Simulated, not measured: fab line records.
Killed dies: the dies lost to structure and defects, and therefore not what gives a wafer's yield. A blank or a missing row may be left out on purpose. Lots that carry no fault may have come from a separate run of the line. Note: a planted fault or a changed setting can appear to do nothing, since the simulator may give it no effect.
Which tool is to blame? -- flow n5-finfet -- Sampling: 10 lots, 30 wafers, 4 of 1938 route steps

== WHAT THE GAUGES SHOWED, per wafer ==
Not one reading of a measure or inspect step in the record can be checked against a usual standard deviation.

== WHAT TOOL EACH LOT RAN ON (gives the tool, then ch and the chambers of the sampled wafers, and finally the start) ==
lot,N5_BEOL_M6_ETCH_61,N5_BEOL_M6_ETCH_65,N5_BEOL_M6_ETCH_41,N5_BEOL_M6_PRE_CLEAN_45
L951,"rie-diel-03 ch 0,3, day 8 21:32","rie-diel-03 ch 0,2, day 9 01:47","rie-diel-03 ch 0,2, day 9 02:02","pvd-sputter-03, day 9 02:45"
L954,"rie-diel-04 ch 1,3, day 9 04:22","rie-diel-01 ch 0,1,2, day 9 05:40","rie-diel-01 ch 0,1,2, day 9 05:55","pvd-sputter-01, day 9 06:37"
L958,"rie-diel-04 ch 0,2,3, day 10 14:35","rie-diel-01 ch 1,2,3, day 10 15:53","rie-diel-01 ch 1,2,3, day 10 16:08","pvd-sputter-03, day 10 18:01"
L957,"rie-diel-04 ch 0,2, day 10 14:58","rie-diel-04 ch 0,1,2, day 10 16:03","rie-diel-04 ch 0,1,2, day 10 16:18","pvd-sputter-01, day 10 18:07"
L959,"rie-diel-01 ch 0,1,3, day 10 19:04","rie-diel-04 ch 0,1,3, day 10 21:31","rie-diel-04 ch 0,1,3, day 10 21:46","pvd-sputter-03, day 10 22:26"
L966,"rie-diel-03 ch 1,2,3, day 12 23:06","rie-diel-01 ch 0,1,2, day 13 03:14","rie-diel-01 ch 0,1,2, day 13 03:29","pvd-sputter-02, day 13 04:21"
L968,"rie-diel-01 ch 2,3, day 13 03:52","rie-diel-04 ch 0,3, day 13 05:47","rie-diel-04 ch 0,3, day 13 06:02","pvd-sputter-01, day 13 07:37"
L969,"rie-diel-01 ch 0,1,2, day 13 13:53","rie-diel-01 ch 1,2, day 13 15:45","rie-diel-01 ch 1,2, day 13 16:00","pvd-sputter-01, day 13 17:17"
L973,"rie-diel-04 ch 0,3, day 14 12:50","rie-diel-04 ch 0,3, day 14 15:07","rie-diel-04 ch 0,3, day 14 15:22","pvd-sputter-01, day 14 18:01"
L971,"rie-diel-04 ch 0,3, day 14 13:05","rie-diel-03 ch 0,2,3, day 14 15:28","rie-diel-03 ch 0,2,3, day 14 15:43","pvd-sputter-03, day 14 18:01"
- N5_BEOL_M6_ETCH_61: etches SiARC in CF4, target depth 45.5 nm, time 75.8 s.
- N5_BEOL_M6_ETCH_65: etches SiARC in CF4, target depth 15.6 nm, time 26 s.
- N5_BEOL_M6_ETCH_41: etches SiCN in CH3F/O2, target depth 29.7 nm, time 52 s.
- N5_BEOL_M6_PRE_CLEAN_45: time 30 s.

== AS READ BY THE TOOLS THEMSELVES (means over the sampled wafers that have a number; for cases with no such wafer, the mark the record gives instead) ==
N5_BEOL_M6_ETCH_61.
lot,tool,drypump-motor-current-A (A),etch-rf-on-time-s (s),oes-product-au (a.u.),rf-vpp-V (V),showerhead-plenum-p-Torr (Torr),throttle-valve-pct (%)
L951,rie-diel-03,5.8,75.3,0.70,183.1,2.13,15.50
L954,rie-diel-04,6.0,75.5,0.64,183.0,2.11,15.43
L958,rie-diel-04,5.6,75.9,0.65,183.2,2.06,15.54
L957,rie-diel-04,5.2,77.6,0.61,183.1,2.05,15.58
L959,rie-diel-01,6.0,74.6,0.70,184.1,2.19,15.49
L966,rie-diel-03,5.7,76.0,0.74,183.7,2.15,15.50
L968,rie-diel-01,6.4,74.8,0.68,184.6,2.17,15.85
L969,rie-diel-01,6.0,76.3,0.63,183.9,2.14,15.79
L973,rie-diel-04,5.9,76.2,0.64,182.8,2.05,15.74
L971,rie-diel-04,5.9,74.7,0.65,182.8,2.05,15.74

N5_BEOL_M6_ETCH_65.
lot,tool,drypump-motor-current-A (A),etch-rf-on-time-s (s),oes-product-au (a.u.),rf-vpp-V (V),showerhead-plenum-p-Torr (Torr),throttle-valve-pct (%)
L951,rie-diel-03,6.0,26.0,0.69,183.7,2.14,15.42
L954,rie-diel-01,6.0,25.7,0.66,184.2,2.15,15.73
L958,rie-diel-01,6.3,25.7,0.71,185.1,2.19,15.67
L957,rie-diel-04,5.4,26.0,0.70,183.0,2.10,15.52
L959,rie-diel-04,5.8,25.8,0.72,183.3,2.10,15.47
L966,rie-diel-01,6.0,25.8,0.63,183.9,2.14,15.78
L968,rie-diel-04,6.0,25.9,0.64,183.2,2.05,15.55
L969,rie-diel-01,6.1,26.1,0.66,183.8,2.14,15.86
L973,rie-diel-04,6.0,25.8,0.63,182.7,2.05,15.56
L971,rie-diel-03,5.8,26.0,0.69,184.0,2.13,15.48

N5_BEOL_M6_ETCH_41.
lot,tool,drypump-motor-current-A (A),oes-product-au (a.u.),rf-vpp-V (V),run-length-s (s),showerhead-plenum-p-Torr (Torr),throttle-valve-pct (%)
L951,rie-diel-03,6.0,0.80,296.5,75.4,2.00,16.14
L954,rie-diel-01,6.0,0.78,298.1,74.8,2.01,16.42
L958,rie-diel-01,6.3,0.83,298.1,75.1,2.04,16.40
L957,rie-diel-04,5.4,0.82,296.4,75.2,1.96,16.24
L959,rie-diel-04,5.8,0.85,296.6,75.3,1.97,16.21
L966,rie-diel-01,6.0,0.74,297.3,81.1,2.00,16.49
L968,rie-diel-04,6.0,0.76,295.1,75.1,1.92,16.27
L969,rie-diel-01,6.1,0.76,297.3,80.8,2.00,16.56
L973,rie-diel-04,6.0,0.74,296.0,75.1,1.92,16.29
L971,rie-diel-03,5.8,0.80,297.0,75.1,1.99,16.19

N5_BEOL_M6_PRE_CLEAN_45.
lot,tool,heater-power-w (W)
L951,pvd-sputter-03,359
L954,pvd-sputter-01,324
L958,pvd-sputter-03,341
L957,pvd-sputter-01,316
L959,pvd-sputter-03,329
L966,pvd-sputter-02,330
L968,pvd-sputter-01,323
L969,pvd-sputter-01,340
L973,pvd-sputter-01,343
L971,pvd-sputter-03,323

== THE ANSWER, worked out from the rows above alone ==
Rule: usual is defined by the lots themselves. The widest of any qualifying gaps counts: lots, ordered by their means at a reading, are off when they make up no more than a third of the lots, leave a main group of 4 or more, and stand apart from it by 3 or more times the standard deviation of that group's means. If all means in a main group match to the digits the tables above print for the reading, that group is not used. Also off: a lot with no number at a reading for which 4 or more lots have one. The other lots that the step has rows for count as sound. The gauges are gone through in route order, then the tools' own readings, and for those a lot's mean is taken as printed above. At the first step where some lot is off, the reading lying furthest off is the one used; lots without a number count as furthest.
Off: L966, L969, at N5_BEOL_M6_ETCH_41 (run-length-s). The main group has a mean of 75.1 s with a standard deviation of 0.17.
A tool fits if, at that step or a process step before it, it ran every lot that is off, and no sound lot after the first of them. One fits: N5_BEOL_M6_ETCH_65 and N5_BEOL_M6_ETCH_41 on rie-diel-01. At N5_BEOL_M6_ETCH_65 its last sound lot is L958 (day 10 15:53), its first lot that is off L966 (day 13 03:14): a fault that began between those two fits.

== WHAT THE SIMULATOR PUT IN ==
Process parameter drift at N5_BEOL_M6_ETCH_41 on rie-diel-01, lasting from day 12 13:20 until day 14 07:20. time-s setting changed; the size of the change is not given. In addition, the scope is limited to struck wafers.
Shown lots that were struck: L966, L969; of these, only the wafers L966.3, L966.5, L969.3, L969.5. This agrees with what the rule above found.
